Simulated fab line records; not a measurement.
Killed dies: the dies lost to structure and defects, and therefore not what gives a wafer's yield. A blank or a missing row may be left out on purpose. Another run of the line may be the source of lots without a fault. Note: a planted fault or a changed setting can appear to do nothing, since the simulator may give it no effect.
Matching of chambers | flow n5-finfet | N5_FIN_SAQP_MANDREL1_REMOVE_56 on rie-si-01 has 4 sister chambers
The step chemistry HBr/Cl2/O2, target a-Si, stops on SiNx, bt time 10 s. 8 wafers are shown with their chamber, then 12 later ones without.

== WAFERS PAIRED WITH THEIR CHAMBERS ==
wafer  | chamber | drypump-motor-current-A (A) | throttle-valve-pct (%)
L085.2 | 1       | 4.6                         | 36.8
L085.5 | 3       | 5.6                         | 37.4
L089.1 | 0       | 5.6                         | 36.6
L089.3 | 2       | 6.4                         | 35.6
L089.5 | 0       | 5.7                         | 36.6
L091.1 | 3       | 5.6                         | 37.4
L091.2 | 1       | 4.6                         | 36.8
L091.3 | 2       | 6.4                         | 35.7

== WAFERS WITHOUT THEIR CHAMBER ==
wafer  | drypump-motor-current-A (A) | throttle-valve-pct (%)
L091.4 | 6.4                         | 35.6
L091.5 | 5.6                         | 37.4
L091.6 | 4.6                         | 36.8
L093.1 | 4.6                         | 36.8
L093.2 | 5.6                         | 37.4
L093.3 | 6.4                         | 35.6
L093.4 | 5.6                         | 37.4
L093.5 | 6.4                         | 35.6
L093.6 | 4.6                         | 36.8
L096.3 | 4.6                         | 36.8
L096.5 | 4.6                         | 36.8
L096.6 | 5.7                         | 36.6

== THE CHAMBER EACH PASSED THROUGH ==
wafer  | from the rows above | in truth
L091.4 | 2                   | 2
L091.5 | 3                   | 3
L091.6 | 1                   | 1
L093.1 | 1                   | 1
L093.2 | 3                   | 3
L093.3 | 2                   | 2
L093.4 | 3                   | 3
L093.5 | 2                   | 2
L093.6 | 1                   | 1
L096.3 | 1                   | 1
L096.5 | 1                   | 1
L096.6 | 0                   | 0
Placed correctly: 12 of 12. Left unplaced by these rows: 0. Wrongly placed: 0.
How it was worked out, from the rows above alone: a wafer's distance from a chamber is the root of the sum, over the readings, of the square of ((its reading less the chamber's mean) divided by the reading's scatter). The wafer belongs to the nearest chamber; if the next one is less than 2 further off, it can't be placed. The mean given for a chamber averages the wafers shown for that chamber. The scatter: take each reading less its chamber's mean, square it, sum over the shown wafers, divide by the number of wafers less the number of chambers, and take the root.
